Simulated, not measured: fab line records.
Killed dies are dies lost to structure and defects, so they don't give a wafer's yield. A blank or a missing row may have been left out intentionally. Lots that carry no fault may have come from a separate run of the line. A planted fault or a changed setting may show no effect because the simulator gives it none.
Matching of chambers    flow n5-finfet    4 sister chambers for N5_BEOL_M5_STRIP_64 on rie-diel-05
The step strips in CF4. 8 wafers are shown with their chamber, then 7 later ones without.

== EACH WAFER AND ITS CHAMBER ==
wafer   chamber  showerhead-plenum-p-Torr (Torr)  throttle-valve-pct (%)
L079.1  3        1.84                             13.41
L079.4  2        1.80                             13.04
L081.3  3        1.84                             13.43
L081.6  1        1.82                             13.28
L082.5  0        1.74                             13.67
L082.6  2        1.80                             13.06
L089.1  1        1.81                             13.32
L089.3  0        1.73                             13.72

== WAFERS WITHOUT THEIR CHAMBER ==
wafer   showerhead-plenum-p-Torr (Torr)  throttle-valve-pct (%)
L089.5  1.79                             13.10
L090.4  1.79                             13.11
L090.5  1.73                             13.71
L090.6  1.81                             13.32
L092.1  1.83                             13.49
L092.2  1.81                             13.34
L092.3  1.79                             13.11

== CHAMBER TAKEN BY EACH ==
wafer   from the rows above  in truth
L089.5  2                    2
L090.4  2                    2
L090.5  0                    0
L090.6  1                    1
L092.1  3                    3
L092.2  1                    1
L092.3  2                    2
7 of 7 placed correctly. Number that these rows cannot place: 0. Number placed wrongly: 0.
How it was worked out, from the rows above alone: a wafer's distance from a chamber is the root of the sum, over the readings, of the square of ((its reading less the chamber's mean) divided by the reading's scatter). If the next closest chamber is less than 2 further off than the closest, the wafer can't be placed; otherwise it belongs to the closest. A chamber's mean is the mean of its shown wafers. How the scatter is found: for the shown wafers, subtract from each reading the mean of its chamber, square and add these, divide the total by (wafers less chambers), then take the root.
